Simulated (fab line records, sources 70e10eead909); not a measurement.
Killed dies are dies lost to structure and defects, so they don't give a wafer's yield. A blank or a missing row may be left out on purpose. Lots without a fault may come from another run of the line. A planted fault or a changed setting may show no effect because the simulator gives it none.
fab line records | flow nand_harc
record lots=11 wafers=33 last_day=28
route steps=1302 shown A_CHANNEL_HOLE_D1@467 A_CHANNEL_FILL_D1@492 END@1302
lots that met no fault: from a run of the same line without faults
start_h: hours from the record's first day to the start of the lot's first wafer shown | wait_h: hours since the lot's step before | " the same as in the row above | L1.1+2: a row that stands for several wafers | - no value, or no start given | * or withheld: withheld | < > ~ a bound
route shown NAME@n: a module of which the file shows steps, and the number in the route of the first | usual: mean/standard deviation of fault-free wafers | same: alike in all rows | chamber/n: place in a boat | sites: the reading at each site | _std_site: their standard deviation | _edge_site: outer sites' mean less inner sites' | radius_mm: how far each site lies from the wafer's centre | mask NAME#n: copy n | behind: the tool/chamber that last shaped the wafer | hold: why the lot was held/for how many hours/how that ended | device: the transistor (n, p or np) that didn't switch | end of line: the same wafers' tests at the end of the route | a step without rows: its recipe alone | killed: dies lost to structure and defects at the first sort, not the wafer's yield | map: a wafer's dies, x killed, . not, _ none there
set.NAME: the setting as run; set.NAME@STEP: as run at that earlier step | model.NAME: the simulator's own value behind a step, which no gauge read
steps of the route over a sample of lots; a table a step, a row a wafer
services: from which hour (start_h, from the record's first day; less than 0 if before it) a tool's chamber was out of use, for how many hours, and why
## steps
# step NHARC_A_CHANNEL_HOLE_D1_ETCH_39
# recipe target_depth_a=2600 over_etch_frac=0.3 time_s=325 ion_energy_ev=200 n2_flow_sccm=150 h2_flow_sccm=150 ar_flow_sccm=0 rf_w=400 bias_w=150 chemistry=N2/H2
# usual drypump_motor_current_A=5.4/0.46 oes_product_au=1.005/0.015 rf_vpp_V=430.8/2.8 showerhead_plenum_p_Torr=2.05/0.1 throttle_valve_pct=14.171/0.0099
# same time_s=325
# columns lot.wafer tool chamber start_h wait_h drypump_motor_current_A oes_product_au rf_hours_counter_h rf_vpp_V showerhead_plenum_p_Torr throttle_valve_pct
L611.3 rie_diel-09 3 - - 5.4 1.011 5 435.3 2.18 14.171
L611.4 " 2 " " 5.3 0.990 5 427.2 1.94 14.180
L611.5 " 3 " " 5.4 1.016 - 434.8 2.18 14.181
L613.4 rie_diel-09 2 - - 5.3 0.994 7 428.0 1.94 14.156
L613.2 " 3 " " 5.4 1.020 7 433.9 2.18 14.157
L613.3 " 1 " " 4.9 0.989 7 433.1 2.17 14.177
L614.1 rie_diel-09 0 - - 5.3 1.018 8 428.2 1.98 14.180
L614.4 " 2 " " 5.3 1.000 - 428.4 1.94 14.168
L614.5 " 3 " " 5.4 1.017 - 434.4 2.18 14.177
L616.2 rie_diel-09 0 - - 5.3 1.034 10 427.4 1.98 14.186
L616.3 " 2 " " 5.3 1.005 9 428.1 1.94 14.189
L616.6 " 1 " " 4.9 0.994 - 434.9 2.17 14.166
L617.1 rie_diel-09 2 - - 5.3 1.003 11 427.5 1.94 14.176
L617.2 " 3 " " 5.4 1.017 11 435.7 2.18 14.174
L617.5 " 1 " " 4.9 1.003 - 433.6 2.17 14.190
L618.2 rie_diel-04 2 - - 6.3 1.027 34 433.9 2.18 14.179
L618.1 " 3 " " 5.9 1.010 32 430.3 2.02 14.168
L618.6 " 0 " " 4.9 0.995 - 432.7 2.15 14.168
L619.3 rie_diel-10 2 - - 6.3 0.993 6 427.2 1.90 14.181
L619.4 " 3 " " 5.3 1.001 6 428.0 1.98 14.174
L619.5 " 0 " " 6.3 1.006 - 431.8 2.05 14.177
L620.4 rie_diel-04 0 - - 4.9 0.975 35 432.7 2.14 14.181
L620.1 " 1 " " 4.8 0.997 27 430.6 2.03 14.150
L620.6 " 2 " " 6.3 1.015 - 434.7 2.18 14.174
L621.2 rie_diel-09 3 - - 5.4 1.030 14 435.5 2.18 14.164
L621.1 " 1 " " 4.9 0.985 12 434.7 2.17 14.158
L621.5 " 0 " " 5.3 1.017 - 430.3 1.98 14.168
L625.1 rie_diel-04 1 - - 4.8 0.999 46 430.4 2.02 14.166
L625.4 " 3 " " 5.9 1.016 51 428.8 2.01 14.165
L625.5 " 2 " " 6.3 1.034 - 434.1 2.18 14.168
L627.1 rie_diel-09 1 - - 4.9 0.987 2 432.1 2.17 14.162
L627.4 " 2 " " 5.3 0.993 2 428.9 1.94 14.160
L627.6 " 0 " " 5.4 1.019 - 430.3 1.97 14.166
# step NHARC_A_CHANNEL_HOLE_D1_ETCH_19
# recipe bias_v=1200 source_w=2500 pressure_mtorr=15 time_s=34.5 ar_flow_sccm=375 c4f8_flow_sccm=28.8 o2_flow_sccm=96.2 temp_c=-20 target_depth_a=* chemistry=C4F8/O2/Ar
# usual drypump_motor_current_A=6.1/0.39 showerhead_plenum_p_Torr=3.70/0.15 throttle_valve_pct=37.038/0.0086
# same time_s=34.5
# columns lot.wafer tool chamber start_h wait_h drypump_motor_current_A rf_hours_counter_h showerhead_plenum_p_Torr throttle_valve_pct
L611.3 har_etch-02 1 204.90 0.1 6.0 - 3.80 37.035
L611.4 " 0 " " 5.5 - 3.45 37.046
L611.5 " 1 " " 5.9 - 3.80 37.049
L613.2 har_etch-02 1 222.74 0.1 5.9 318 3.80 37.051
L613.4 " 1 " " 5.9 - 3.80 37.045
L613.3 " 0 " " 5.6 - 3.45 37.029
L614.1 har_etch-02 1 231.77 1.6 5.9 326 3.79 37.055
L614.4 " 1 " " 5.9 - 3.79 37.034
L614.5 " 0 " " 5.5 - 3.44 37.046
L616.2 har_etch-02 1 251.84 0.1 6.0 334 3.79 37.035
L616.3 " 0 " " 5.6 - 3.44 37.049
L616.6 " 0 " " 5.6 - 3.44 37.030
L617.2 har_etch-01 0 262.73 0.1 6.4 125 3.76 37.044
L617.1 " 1 " " 6.6 125 3.68 37.037
L617.5 " 1 " " 6.6 - 3.68 37.037
L618.1 har_etch-02 0 269.20 0.1 5.6 345 3.43 37.037
L618.2 " 0 " " 5.6 - 3.43 37.039
L618.6 " 0 " " 5.6 - 3.43 37.041
L619.4 har_etch-01 0 283.53 6.2 6.5 - 3.74 37.039
L619.3 " 1 " " 6.5 - 3.67 37.046
L619.5 " 1 " " 6.6 - 3.67 37.036
L620.1 har_etch-01 0 292.75 0.1 6.4 148 3.74 37.049
L620.4 " 1 " " 6.5 - 3.67 37.054
L620.6 " 0 " " 6.4 - 3.74 37.032
L621.1 har_etch-02 1 294.52 0.1 5.9 349 3.78 37.047
L621.2 " 0 " " 5.6 365 3.42 37.046
L621.5 " 1 " " 5.9 - 3.78 37.041
L625.1 har_etch-02 0 349.46 3.0 5.6 391 3.97 37.033
L625.4 " 1 " " 5.9 - 3.76 37.044
L625.5 " 0 " " 5.6 - 3.97 37.032
L627.1 har_etch-02 1 362.19 0.2 5.9 391 3.76 37.051
L627.4 " 1 " " 5.9 - 3.76 37.039
L627.6 " 1 " " 6.0 - 3.76 37.051
# step NHARC_A_CHANNEL_HOLE_D1_ETCH_22
# recipe bias_v=3000 source_w=withheld pressure_mtorr=20 time_s=666.7 ar_flow_sccm=375 c4f8_flow_sccm=89.3 o2_flow_sccm=35.7 temp_c=-20 target_depth_a=16000 chemistry=C4F8/O2/Ar
# usual drypump_motor_current_A=6.1/0.39 showerhead_plenum_p_Torr=3.66/0.14 throttle_valve_pct=32.155/0.0087
# same time_s=666.7
# columns lot.wafer tool chamber start_h wait_h drypump_motor_current_A rf_hours_counter_h showerhead_plenum_p_Torr throttle_valve_pct
L611.3 har_etch-02 1 205.93 0.4 5.9 - 3.76 32.169
L611.4 " 0 " " 5.6 - 3.42 32.167
L611.5 " 1 " " 5.9 - 3.76 32.170
L613.2 har_etch-02 1 223.61 0.4 5.9 319 3.75 32.146
L613.4 " 1 " " 6.0 - 3.75 32.145
L613.3 " 0 " " 5.6 - 3.42 32.149
L614.1 har_etch-02 1 232.63 0.4 6.0 327 3.75 32.139
L614.4 " 1 " " 6.0 - 3.75 32.153
L614.5 " 0 " " 5.6 - 3.41 32.162
L616.2 har_etch-02 1 252.78 0.4 5.9 335 3.74 32.138
L616.3 " 0 " " 5.6 - 3.41 32.158
L616.6 " 0 " " 5.6 - 3.41 32.160
L617.2 har_etch-01 0 263.58 0.4 6.4 126 3.71 32.147
L617.1 " 1 " " 6.5 126 3.64 32.153
L617.5 " 1 " " 6.6 - 3.64 32.145
L618.1 har_etch-02 0 270.94 0.7 5.6 347 3.40 32.144
L618.2 " 0 " " 5.6 - 3.40 32.151
L618.6 " 0 " " 5.5 - 3.40 32.153
L619.4 har_etch-01 0 284.54 0.4 6.3 - 3.70 32.162
L619.3 " 1 " " 6.6 - 3.63 32.159
L619.5 " 1 " " 6.5 - 3.63 32.151
L620.1 har_etch-01 0 293.61 0.4 6.4 149 3.70 32.150
L620.4 " 1 " " 6.6 - 3.63 32.157
L620.6 " 0 " " 6.4 - 3.70 32.151
L621.1 har_etch-02 1 295.39 0.4 5.9 350 3.74 32.158
L621.2 " 0 " " 5.6 365 3.39 32.139
L621.5 " 1 " " 5.9 - 3.74 32.147
L625.1 har_etch-02 0 350.41 0.4 5.6 392 3.92 32.146
L625.4 " 1 " " 6.0 - 3.72 32.149
L625.5 " 0 " " 5.6 - 3.92 32.147
L627.1 har_etch-02 1 363.13 0.4 5.9 392 3.71 32.169
L627.4 " 1 " " 5.9 - 3.71 32.150
L627.6 " 1 " " 5.9 - 3.71 32.151
# step NHARC_A_CHANNEL_HOLE_D1_XSEM_31
# recipe landing_energy_ev=35000
# usual bot_cd_nm=74.2/1.7 bow_nm=8.69/0.3 tilt_deg=0.07/0.049
# columns lot.wafer tool chamber start_h wait_h bot_cd_nm bow_nm tilt_deg
L611.3 xsem-01 0 210.60 0.1 74.1 9.07 0.00
L611.4 " 0 " " 72.1 9.08 0.00
L611.5 " 0 " " 74.6 9.03 0.00
L613.2 xsem-01 0 228.50 0.1 75.2 9.03 0.01
L613.3 " 0 " " 71.9 9.06 0.01
L613.4 " 0 " " 74.2 9.00 0.01
L614.1 xsem-02 0 237.52 0.1 73.4 8.58 0.03
L614.4 " 0 " " 73.1 8.52 0.03
L614.5 " 0 " " 73.9 8.54 0.03
L616.2 xsem-01 0 257.52 0.1 73.5 8.55 0.10
L616.3 " 0 " " 74.8 8.52 0.10
L616.6 " 0 " " 74.6 8.53 0.10
L617.1 xsem-02 0 268.34 0.1 73.6 8.93 0.14
L617.2 " 0 " " 69.9 8.98 0.14
L617.5 " 0 " " 71.4 8.94 0.14
L618.1 xsem-01 0 278.95 0.1 74.7 8.81 0.00
L618.2 " 0 " " 74.0 8.86 0.00
L618.6 " 0 " " 73.4 8.83 0.00
L619.3 xsem-02 0 289.09 0.1 76.3 8.80 0.06
L619.4 " 0 " " 75.6 8.80 0.06
L619.5 " 0 " " 73.3 8.76 0.06
L620.1 xsem-01 0 298.38 0.1 74.1 9.32 0.13
L620.4 " 0 " " 71.8 9.36 0.13
L620.6 " 0 " " 72.1 9.36 0.13
L621.1 xsem-02 0 300.25 0.1 78.9 8.28 0.06
L621.2 " 0 " " 77.3 8.38 0.06
L621.5 " 0 " " 78.9 8.37 0.06
L625.1 xsem-01 0 355.07 0.1 73.5 8.36 0.13
L625.4 " 0 " " 75.3 8.28 0.13
L625.5 " 0 " " 74.2 8.27 0.13
L625.1 xsem-01 0 - - 74.1 - 0.07
L625.4 " 0 " " 75.4 - 0.07
L625.5 " 0 " " 75.2 - 0.07
L627.1 xsem-02 0 367.78 0.1 73.5 8.58 0.10
L627.4 " 0 " " 75.1 8.56 0.10
L627.6 " 0 " " 74.1 8.54 0.10
L627.1 xsem-02 0 - - 73.8 - 0.06
L627.4 " 0 " " 75.8 - 0.06
L627.6 " 0 " " 74.9 - 0.06
# step NHARC_A_CHANNEL_FILL_D1_ALD_02
# recipe target_thk_a=60 pulse_time_s=10 ald_cycles=60 temp_c=300 material=SiO2
# usual heater_power_w=457/44 precursor_pulse_height_rel=1.000/0.019
# columns lot.wafer tool chamber start_h wait_h heater_power_w precursor_pulse_height_rel
L611.4 ald_hk-04 1 211.07 - 432 1.006
L611.3 " 3 " " 430 0.984
L611.5 " 1 " " 431 0.982
L613.3 ald_hk-01 3 228.80 - 441 1.012
L613.4 " 1 " " 435 1.008
L613.2 " 2 " " 569 1.005
L614.4 ald_hk-01 0 237.89 - 544 1.002
L614.1 " 1 " " 422 1.024
L614.5 " 3 " " 431 0.941
L616.2 ald_hk-02 2 257.81 - 388 0.987
L616.3 " 0 " " 425 0.995
L616.6 " 2 " " 375 0.979
L617.2 ald_hk-04 1 268.93 - 437 1.014
L617.1 " 2 " " 436 0.987
L617.5 " 0 " " 456 1.016
L618.2 ald_hk-04 3 279.39 - 437 1.026
L618.1 " 0 " " 463 1.044
L618.6 " 2 " " 439 1.010
L619.3 ald_hk-02 1 289.44 - 503 1.018
L619.4 " 2 " " 386 0.979
L619.5 " 0 " " 440 0.994
L620.4 ald_hk-02 0 298.81 - 431 0.995
L620.1 " 1 " " 501 1.000
L620.6 " 3 " " 443 1.010
L621.1 ald_hk-02 2 300.58 0.1 385 1.026
L621.2 " 1 " " 496 0.984
L621.5 " 2 " " 384 0.997
# step NHARC_END_SORT_01
# recipe temp_c=25
# usual defect_limited_yield=91.6/2.4 killed_at_array=52/16 killed_at_other=0.8/0.98 killed_at_periphery=4.2/2.9 killed_dies=57/16 killed_open=3.3/1.9 killed_short=2.5/1.5 sort_bin_2_pct=3.0/1 sort_bin_3_pct=0.6/0.31 sort_bin_4_pct=4.8/1.5 sort_n_pass=620/16 sort_rim_yield_pct=90/4.1 sort_yield_pct=91.6/2.4
# same gross_dies=677 sort_bin_5_pct[%]=0 sort_bin_6_pct[%]=0 sort_bin_7_pct[%]=0 sort_bin_8_pct[%]=0 sort_rim_n_gross=106.00
# columns lot.wafer tool chamber start_h wait_h defect_limited_yield[%] killed_at_array killed_at_other killed_at_periphery killed_dies killed_open killed_short sort_bin_2_pct[%] sort_bin_3_pct[%] sort_bin_4_pct[%] sort_n_pass sort_rim_yield_pct[%] sort_yield_pct[%]
L618.1 prober-02 0 640.08 2.5 90.1 61 3 3 67 3 3 2.2 1.3 6.4 610 85 90.1
L621.1 prober-01 0 667.86 2.5 93.6 37 1 5 43 6 4 2.5 0.6 3.2 634 92 93.6
L621.2 prober-01 0 668.66 2.8 93.1 46 0 1 47 4 3 3.2 0.7 3.0 630 94 93.1
L621.5 prober-01 0 671.08 3.7 95.1 31 0 2 33 5 1 2.1 0.3 2.5 644 92 95.1
L620.4 prober-02 0 673.50 3.4 90.8 54 2 6 62 0 2 3.5 0.7 4.9 615 90 90.8
# killed by level:class
L618.1 A_CHANNEL_HOLE_D2:chamber_film_flake=22 A_CHANNEL_HOLE_D1:chamber_film_flake=20 A_CHANNEL_FILL_D1:chamber_film_flake=3 A_STAIRCASE:chamber_film_flake=3 A_CONTACT:chamber_film_flake=3 THIN_TSV:chamber_film_flake=3 A_WL_FILL:chamber_film_flake=2 A_SGD_CUT:chamber_film_flake=2
L621.1 A_CHANNEL_HOLE_D1:chamber_film_flake=21 A_CHANNEL_FILL_D2:chamber_film_flake=3 P_M0:geometric_particle:open=2 A_CHANNEL_FILL_D1:geometric_particle:short=2 A_STAIRCASE:chamber_film_flake=2 A_CONTACT:chamber_film_flake=2 A_BLC:chamber_film_flake=2 P_GATE:geometric_particle:short=1
L621.2 A_CHANNEL_HOLE_D1:chamber_film_flake=32 A_ONON_D2:geometric_particle:open=2 A_STAIRCASE:chamber_film_flake=2 A_BLC:chamber_film_flake=2 A_SOURCE_PLATE:geometric_particle:open=1 A_SOURCE_PLATE:geometric_particle:short=1 A_CHANNEL_FILL_D1:geometric_particle:short=1 A_WL_FILL:geometric_particle:short=1
L621.5 A_CHANNEL_HOLE_D1:chamber_film_flake=16 A_CHANNEL_FILL_D1:chamber_film_flake=3 A_BLC:chamber_film_flake=3 A_STAIRCASE:chamber_film_flake=2 P_M1:geometric_particle:open=1 A_CHANNEL_FILL_D1:geometric_particle:open=1 A_WL_FILL:geometric_particle:open=1 A_WL_FILL:geometric_particle:short=1
L620.4 A_SLIT:chamber_film_flake=20 A_CHANNEL_HOLE_D2:chamber_film_flake=20 P_STI:chamber_film_flake=5 A_CHANNEL_HOLE_D1:chamber_film_flake=4 A_CONTACT:chamber_film_flake=3 A_BLC:chamber_film_flake=2 THIN_TSV:chamber_film_flake=2 A_SOURCE_PLATE:geometric_particle:short=1
## services
# columns tool chamber start_h hours kind
rie_diel-10 1 181.14 7.9 repair
rie_diel-09 0 201.14 - clean
rie_diel-09 1 201.14 - clean
rie_diel-09 2 201.14 - clean
rie_diel-09 3 201.14 - clean
rie_diel-09 - 207.42 0.2 repair
rie_diel-09 3 214.69 4.7 repair
rie_diel-09 0 225.64 - clean
rie_diel-09 1 226.65 14.5 repair
rie_diel-10 - 242.56 9.0 pm
rie_diel-04 1 252.63 22.3 repair
ald_hk-04 - 254.65 10.0 pm
har_etch-02 1 267.45 - consumable_replace:esc
har_etch-02 1 267.45 17.0 scheduled_down
har_etch-02 1 267.45 17.0 vent_cycle
har_etch-02 0 298.70 - consumable_replace:showerhead
har_etch-02 0 298.70 17.0 scheduled_down
har_etch-02 0 298.70 17.0 vent_cycle
rie_diel-09 3 315.29 3.7 repair
rie_diel-09 - 320.14 9.0 pm
ald_hk-01 - 330.28 1.3 repair
rie_diel-09 0 345.55 6.6 repair
ald_hk-02 - 348.11 10.0 pm
rie_diel-04 - 354.98 9.0 pm
## key
first_sign step=NHARC_A_CHANNEL_HOLE_D1_XSEM_31 reading=visit direction=added
effect none on later readings
met_at NHARC_A_CHANNEL_HOLE_D1_ETCH_22
struck_lots L625,L627
scrapped_behind NHARC_A_CHANNEL_HOLE_D1_XSEM_31 L625.1,L625.4,L625.5,L627.1,L627.4,L627.6
not_acting_at NHARC_A_CHANNEL_HOLE_D1_ETCH_39,NHARC_A_CHANNEL_HOLE_D1_ETCH_19,NHARC_A_CHANNEL_FILL_D1_ALD_02
onset_between 295.39 350.41
also_fits time
fault kind=process_parameter_drift tool=har_etch-02 chamber=- onset_h=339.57 steps=NHARC_A_CHANNEL_HOLE_D1_ETCH_22 channel=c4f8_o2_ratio offset=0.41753 shape=step end_h=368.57 acts_in=these_recipes_only stated=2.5
